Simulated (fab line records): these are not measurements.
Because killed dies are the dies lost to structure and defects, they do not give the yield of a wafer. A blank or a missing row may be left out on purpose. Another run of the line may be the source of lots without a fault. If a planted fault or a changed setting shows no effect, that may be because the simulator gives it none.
Matching of chambers -- flow nand-harc -- 3 sister chambers for NHARC_A_M0_PRE_CLEAN_31 on pecvd-02
The step time 12 s. 6 wafers are shown with their chamber, then 9 later ones without.

== EACH WAFER AND ITS CHAMBER ==
wafer,chamber,heater-power-w (W)
L088.1,1,686
L088.2,0,851
L088.5,2,664
L088.3,2,665
L088.4,0,811
L088.6,1,682

== WAFERS WITH NO CHAMBER GIVEN ==
wafer,heater-power-w (W)
L091.1,681
L091.4,706
L091.6,846
L096.1,881
L096.4,634
L096.5,883
L097.1,817
L097.3,608
L097.5,605

== CHAMBER TAKEN BY EACH ==
wafer,from the rows above,in truth
L091.1,can't be placed: 1 or 2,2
L091.4,can't be placed: 1 or 2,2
L091.6,0,0
L096.1,0,0
L096.4,can't be placed: 2 or 1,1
L096.5,0,0
L097.1,0,0
L097.3,can't be placed: 2 or 1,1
L097.5,can't be placed: 2 or 1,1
4 of 9 placed correctly. Not placeable from these rows: 5 (in 5, the candidates include the true chamber). Wrongly placed: 0.
How it was worked out, from the rows above alone: a wafer's distance from a chamber is the root of the sum, over the readings, of the square of ((its reading less the chamber's mean) divided by the reading's scatter). If the next closest chamber is less than 2 further off than the closest, the wafer can't be placed; otherwise it belongs to the closest. For every chamber, the mean is computed from those of its wafers that are shown. The scatter is the square root of a quotient: the sum, over the shown wafers, of each reading's squared deviation from its chamber's mean, divided by wafers minus chambers.
